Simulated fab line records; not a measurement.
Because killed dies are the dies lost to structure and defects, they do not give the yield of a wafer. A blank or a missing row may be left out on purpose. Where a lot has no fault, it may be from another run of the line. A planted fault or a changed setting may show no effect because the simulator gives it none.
Matching of chambers	flow nand_harc	4 sister chambers for NHARC_A_CONTACT_ETCH_75 on rie_diel-11
The step etches the open film in CF4, target depth 39 nm, time 65 s. 8 wafers are shown with their chamber, then 6 later ones without.

WAFERS WITH THEIR CHAMBER
wafer	chamber	drypump_motor_current_A (A)	showerhead_plenum_p_Torr (Torr)
L075.6	0	5.1	1.91
L076.5	1	6.4	1.68
L078.5	1	6.4	1.67
L078.6	0	5.1	1.91
L087.3	3	6.0	1.86
L087.5	2	4.8	1.83
L093.2	3	5.9	1.86
L093.3	2	4.8	1.83

WAFERS WITH NO CHAMBER GIVEN
wafer	drypump_motor_current_A (A)	showerhead_plenum_p_Torr (Torr)
L094.1	6.4	1.66
L094.3	5.1	1.90
L094.5	5.9	1.86
L096.1	4.8	1.83
L096.3	5.0	1.89
L096.4	5.0	1.89

WHICH CHAMBER EACH ONE RAN IN
wafer	from the rows above	in truth
L094.1	1	1
L094.3	0	0
L094.5	3	3
L096.1	2	2
L096.3	0	0
L096.4	0	0
6 of 6 placed correctly. Not placeable from these rows: 0. Placed wrongly: 0.
How it was worked out, from the rows above alone: a wafer's distance from a chamber is the root of the sum, over the readings, of the square of ((its reading less the chamber's mean) divided by the reading's scatter). The wafer belongs to the nearest chamber; if the next one is less than 2 further off, it can't be placed. The mean given for a chamber averages the wafers shown for that chamber. The scatter: the root of (the sum of the squares of (reading less its chamber's mean) over the shown wafers, divided by (wafers less chambers)).
